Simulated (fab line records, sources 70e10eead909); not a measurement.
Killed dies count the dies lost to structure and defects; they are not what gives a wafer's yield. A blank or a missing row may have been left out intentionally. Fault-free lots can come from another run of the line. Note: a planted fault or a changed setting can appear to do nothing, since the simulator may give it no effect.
Problem report, 8D (eight disciplines) form, completed by code -- flow nandHarc -- the parts of the form that need people (team, actions taken, sign-off) are left out

== 1. THE ISSUE ==
Mean of thkNm at NHARC_A_ONON_D1_THK_MEAS_30: 1590 nm across 6 wafers in 2 lots; on wafers with no fault it is 998 nm (standard deviation 9.5). That is +62 standard deviations from the usual mean.
The step: measures by ellipsometry.
Earliest sighting: wafer L589.1 on filmMetro-01 at day 11 10:05. The record holds 36 wafers of 12 lots with a number at this step. Rule for "out", or "out of limits": more than 4 standard deviations from the usual mean. The other wafers with a number count as sound.

== 2. WHAT IT IS; WHAT IT IS NOT ==
question,is,is not
which readings at this step,thkNm,-
which lots,"L589, L591","L577, L578, L579, L581, L582, L585, L594, L595, L596, L598"
which wafers of those lots,all that have a number,-
read on which gauges,"filmMetro-01, filmMetro-02",-
when,from day 11 10:05,"up to then (18 sound wafers); but 12 sound wafers of L594, L595, L596, L598 came after"

== 3. THE SUSPECTS, EACH WITH WHAT RULES IT OUT ==
Counting: a tool stays on the suspect list if, at a process step up to the reading, it processed all lots that are out and no sound lot following the first of them.
- the gauge at NHARC_A_ONON_D1_THK_MEAS_30 is ruled out. The wafers that are out were read on 2 gauges (filmMetro-01, filmMetro-02).
- pecvdOnon-02 at NHARC_A_ONON_D1_DEP_28 (target thk 1000 nm): kept. It processed each lot that is out, first L589 at day 11 09:34, and no sound lot thereafter; up to then, the last sound lot it processed was L585 at day 10 10:47.
After counting, what remains is pecvdOnon-02 at NHARC_A_ONON_D1_DEP_28.

== 4. THE CAUSE (what the simulator had put in) ==
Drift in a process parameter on pecvdOnon-02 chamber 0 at NHARC_A_ONON_D1_DEP_28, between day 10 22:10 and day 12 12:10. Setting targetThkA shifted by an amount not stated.
Only this tool survived the counting.

== 5. THE EFFECT CHAIN, in route order ==
Each row: a reading where the mean over the struck wafers with a number is more than 3 standard deviations away from the usual. Only readings for which the record gives a usual standard deviation are gone through. hours: the time from each lot's start at the first step in this table that gives one to its start at this step, as a median over the lots. sigmas: the change in usual standard deviations.
hours,step,reading,usual,on struck wafers,change,sigmas
0,NHARC_A_ONON_D1_THK_MEAS_30,thkNm,998 nm,1590,+592,+62
293,NHARC_END_SORT_01,killedAtArray,28,674,+646,+65
293,NHARC_END_SORT_01,killedDies,31,677,+646,+65

== 6. WHAT WOULD HAVE CAUGHT IT SOONER ==
12 hours passed between the start of the fault at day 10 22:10 and the first reading out of limits at a measuring or inspecting step in this record, taken at day 11 10:05.
L591, from the lots that are out (2), started NHARC_A_ONON_D1_DEP_28 on pecvdOnon-02 later than day 11 10:05. Holding the tool at that time would have saved it.
